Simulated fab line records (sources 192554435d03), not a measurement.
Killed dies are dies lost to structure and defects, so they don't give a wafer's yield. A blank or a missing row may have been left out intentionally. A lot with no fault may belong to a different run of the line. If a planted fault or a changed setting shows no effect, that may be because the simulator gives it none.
Chamber matching :: flow n5-finfet :: N5_MIM_TOP_ALD_00 on ald-hk-02: 4 sister chambers
The step deposits Al2O3, purge time 3 s, co reactant pulse time 3 s. 8 wafers are shown with their chamber, then 8 later ones without.

WAFERS PAIRED WITH THEIR CHAMBERS
wafer: L079.1
chamber: 2
precursor-pulse-height-rel: 0.986

wafer: L080.6
chamber: 2
precursor-pulse-height-rel: 0.952

wafer: L083.1
chamber: 3
precursor-pulse-height-rel: 1.005

wafer: L083.5
chamber: 1
precursor-pulse-height-rel: 1.000

wafer: L084.2
chamber: 0
precursor-pulse-height-rel: 0.993

wafer: L084.4
chamber: 1
precursor-pulse-height-rel: 1.005

wafer: L084.6
chamber: 0
precursor-pulse-height-rel: 1.023

wafer: L089.2
chamber: 3
precursor-pulse-height-rel: 1.000

WAFERS WHOSE CHAMBER IS MISSING
wafer: L089.3
precursor-pulse-height-rel: 0.979

wafer: L089.4
precursor-pulse-height-rel: 0.982

wafer: L091.2
precursor-pulse-height-rel: 1.004

wafer: L091.5
precursor-pulse-height-rel: 1.018

wafer: L091.6
precursor-pulse-height-rel: 1.036

wafer: L096.1
precursor-pulse-height-rel: 0.992

wafer: L096.3
precursor-pulse-height-rel: 1.010

wafer: L096.4
precursor-pulse-height-rel: 1.011

WHICH CHAMBER EACH WENT THROUGH
wafer: L089.3
from the rows above: can't be placed: 2 or 1 or 3 or 0
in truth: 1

wafer: L089.4
from the rows above: can't be placed: 2 or 1 or 3 or 0
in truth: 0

wafer: L091.2
from the rows above: can't be placed: 1 or 3 or 0
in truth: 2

wafer: L091.5
from the rows above: can't be placed: 0 or 1 or 3
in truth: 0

wafer: L091.6
from the rows above: can't be placed: 0 or 1 or 3
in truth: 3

wafer: L096.1
from the rows above: can't be placed: 1 or 3 or 0 or 2
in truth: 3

wafer: L096.3
from the rows above: can't be placed: 0 or 1 or 3
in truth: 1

wafer: L096.4
from the rows above: can't be placed: 0 or 1 or 3
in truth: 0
Placed correctly: 0 of 8. Cannot be placed on the basis of these rows: 8; the candidates contain the true chamber in 7. Number placed wrongly: 0.
How it was worked out, from the rows above alone: a wafer's distance from a chamber is the root of the sum, over the readings, of the square of ((its reading less the chamber's mean) divided by the reading's scatter). The wafer belongs to the nearest chamber; if the next one is less than 2 further off, it can't be placed. The mean given for a chamber averages the wafers shown for that chamber. The scatter is the square root of a quotient: the sum, over the shown wafers, of each reading's squared deviation from its chamber's mean, divided by wafers minus chambers.
